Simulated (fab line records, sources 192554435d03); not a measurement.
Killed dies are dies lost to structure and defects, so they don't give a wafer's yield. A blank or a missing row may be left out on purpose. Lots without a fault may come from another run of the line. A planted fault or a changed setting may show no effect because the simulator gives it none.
Chamber matching | flow n5_finfet | N5_BEOL_M4_ETCH_69 on rie_diel-05: 4 sister chambers
The step etches SiARC in CF4, target depth 15.6 nm, time 26 s. 4 wafers are shown with their chamber, then 10 later ones without.

WAFERS WITH THEIR CHAMBER
wafer  | chamber | drypump_motor_current_A (A)
L085.1 | 3       | 5.7
L089.5 | 1       | 5.4
L091.1 | 2       | 5.8
L091.2 | 0       | 5.5

WAFERS WITHOUT THEIR CHAMBER
wafer  | drypump_motor_current_A (A)
L091.3 | 5.4
L091.4 | 5.7
L091.5 | 5.8
L091.6 | 5.4
L095.2 | 5.6
L095.3 | 5.7
L095.4 | 5.7
L096.3 | 5.4
L096.5 | 5.5
L096.6 | 5.4

WHICH CHAMBER EACH WENT THROUGH
wafer  | from the rows above     | in truth
L091.3 | 1                       | 1
L091.4 | 3                       | 3
L091.5 | 2                       | 2
L091.6 | 1                       | 1
L095.2 | can't be placed: 0 or 3 | 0
L095.3 | 3                       | 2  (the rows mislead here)
L095.4 | 3                       | 3
L096.3 | 1                       | 1
L096.5 | 0                       | 0
L096.6 | 1                       | 1
Placed correctly: 8 of 10. Can't be placed from these rows: 1 (the true chamber is among the candidates in 1). Placed wrongly: 1.
How it was worked out, from the rows above alone: a wafer's distance from a chamber is the root of the sum, over the readings, of the square of ((its reading less the chamber's mean) divided by the reading's scatter). The wafer belongs to the nearest chamber; if the next one is less than 2 further off, it can't be placed. A chamber's mean is the mean of its shown wafers. The scatter: with one shown wafer a chamber, the root of the mean of the squares of how far each hidden wafer lies from its nearest shown one.
